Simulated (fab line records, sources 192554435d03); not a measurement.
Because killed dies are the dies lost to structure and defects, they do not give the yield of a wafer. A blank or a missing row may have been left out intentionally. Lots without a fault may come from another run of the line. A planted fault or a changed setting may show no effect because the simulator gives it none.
The tool behind it: which one?	flow n5 finfet	9 lots, 27 wafers sampled, at 4 steps of a route of 1938

WHAT THE GAUGES SHOWED, per wafer
N5_BEOL_M11_CD_MEAS_18: pitch 140 nm, target cd 70 nm.
lot	measured	on	cd nm (nm)
L381	day 10 01:17	cd sem-03	70.6 69.3 69.9
L383	day 10 18:10	cd sem-01	69.9 70.5 71.0
L382	day 10 20:27	cd sem-03	69.9 69.9 69.1
L387	day 11 20:19	cd sem-02	69.2 69.3 69.6
L388	day 11 21:26	cd sem-03	68.5 69.0 69.6
L389	day 12 05:47	cd sem-03	71.4 71.7 69.5
L398	day 15 11:02	cd sem-01	69.5 70.0 70.0
L402	day 15 22:59	cd sem-03	69.2 68.9 70.3
L403	day 16 08:04	cd sem-02	71.1 70.6 70.5

N5_BEOL_M11_OVL_MEAS_29.
lot	measured	on	V10_OVL (nm)
L381	day 10 03:50	overlay-01	0.1 -0.5 -0.4
L383	day 10 18:54	overlay-02	0.2 0.5 -0.2
L382	day 10 21:00	overlay-02	-1.0 -0.3 -0.6
L387	day 11 20:46	overlay-02	1.0 0.5 -0.3
L388	day 11 23:01	overlay-02	0.6 1.3 0.4
L389	day 12 08:24	overlay-01	-0.2 0.4 -0.6
L398	day 15 11:21	overlay-02	0.7 0.5 0.0
L402	day 15 23:46	overlay-02	-0.3 -0.6 0.0
L403	day 16 19:24	overlay-01	0.8 0.5 0.9

TOOL THAT RAN EACH LOT (tool first, then ch and the chambers of the sampled wafers, then the start)
lot	N5_BEOL_M11_ETCH_62	N5_BEOL_M11_STRIP_19
L381	rie diel-03 ch 0,3, day 10 00:55	rie diel-03 ch 0,2, day 10 01:13
L383	rie diel-01 ch 1,2,3, day 10 17:46	rie diel-04 ch 1,2,3, day 10 18:05
L382	rie diel-01 ch 1,3, day 10 20:01	rie diel-04 ch 1,2,3, day 10 20:23
L387	rie diel-04 ch 2,3, day 11 19:52	rie diel-01 ch 0,1,3, day 11 20:15
L388	rie diel-04 ch 2,3, day 11 21:04	rie diel-03 ch 0,1,2, day 11 21:22
L389	rie diel-04 ch 1,2, day 12 04:36	rie diel-04 ch 0,2,3, day 12 05:43
L398	rie diel-03 ch 0,3, day 15 10:39	rie diel-01 ch 1,2, day 15 10:58
L402	rie diel-04 ch 0,1,2, day 15 22:36	rie diel-04 ch 0,1,2, day 15 22:55
L403	rie diel-03 ch 0,2,3, day 16 07:41	rie diel-03 ch 0,2, day 16 07:59
- N5_BEOL_M11_ETCH_62: etches SOC in N2/H2, target depth 110 nm, overetch 22 nm, time 165 s.
- N5_BEOL_M11_STRIP_19: strips in O2.

AS READ BY THE TOOLS THEMSELVES (means over the sampled wafers that have a number; for cases with no such wafer, the mark the record gives instead)
N5_BEOL_M11_ETCH_62.
lot	tool	drypump motor current A (A)	h2 flow sccm (sccm)	n2 flow sccm (sccm)	oes product au (a.u.)	rf vpp V (V)	showerhead plenum p Torr (Torr)	throttle valve pct (%)
L381	rie diel-03	5.9	199.9	199.9	0.57	522.7	2.50	17.77
L383	rie diel-01	5.5	200.0	199.9	0.66	522.8	2.52	17.70
L382	rie diel-01	5.7	199.8	200.4	0.68	523.3	2.54	17.67
L387	rie diel-04	5.9	199.8	199.5	0.67	523.8	2.52	17.50
L388	rie diel-04	5.5	200.5	200.2	0.62	521.5	2.46	17.59
L389	rie diel-04	6.0	199.9	199.5	0.68	522.8	2.49	17.45
L398	rie diel-03	6.0	199.5	199.6	0.76	521.8	2.49	17.43
L402	rie diel-04	5.9	200.1	200.3	0.68	522.6	2.45	17.64
L403	rie diel-03	5.6	200.7	199.9	0.74	523.3	2.52	17.53

N5_BEOL_M11_STRIP_19.
lot	tool	drypump motor current A (A)	oes product au (a.u.)	rf vpp V (V)	showerhead plenum p Torr (Torr)	throttle valve pct (%)
L381	rie diel-03	5.4	0.85	3.8	2.09	16.29
L383	rie diel-04	5.7	0.77	4.1	2.01	16.44
L382	rie diel-04	5.7	0.75	4.0	2.01	16.45
L387	rie diel-01	5.4	0.82	4.3	2.08	16.42
L388	rie diel-03	5.8	0.94	3.3	2.10	16.33
L389	rie diel-04	5.7	0.83	3.6	2.05	16.45
L398	rie diel-01	5.6	0.77	3.5	2.02	16.53
L402	rie diel-04	5.9	0.80	3.6	2.02	16.48
L403	rie diel-03	5.7	0.89	3.8	2.05	16.17

THE ANSWER, worked out from the rows above alone
Rule: what is usual is taken from the lots themselves. Put in order of their means at a reading, lots are off if they are a third of the lots or fewer, leave a main group of 4 or more, and stand apart from it by a gap of 3 or more times the standard deviation of the main group's means; of several such gaps the widest counts. A main group is skipped when, at the precision printed for the reading in the tables above, its means are all equal. Also off: a lot with no number at a reading for which 4 or more lots have one. All remaining lots with rows at the step are treated as sound. Order of review: gauges by route order, followed by the tools' own readings, for which a lot's mean as printed above is used. The first step at which some lot is off is used, and at that step the reading that is off furthest; a lot without a number counts as furthest.
Across all readings shown, no lot is off: no conclusion can be drawn from this.

WHAT THE SIMULATOR HAD INSERTED
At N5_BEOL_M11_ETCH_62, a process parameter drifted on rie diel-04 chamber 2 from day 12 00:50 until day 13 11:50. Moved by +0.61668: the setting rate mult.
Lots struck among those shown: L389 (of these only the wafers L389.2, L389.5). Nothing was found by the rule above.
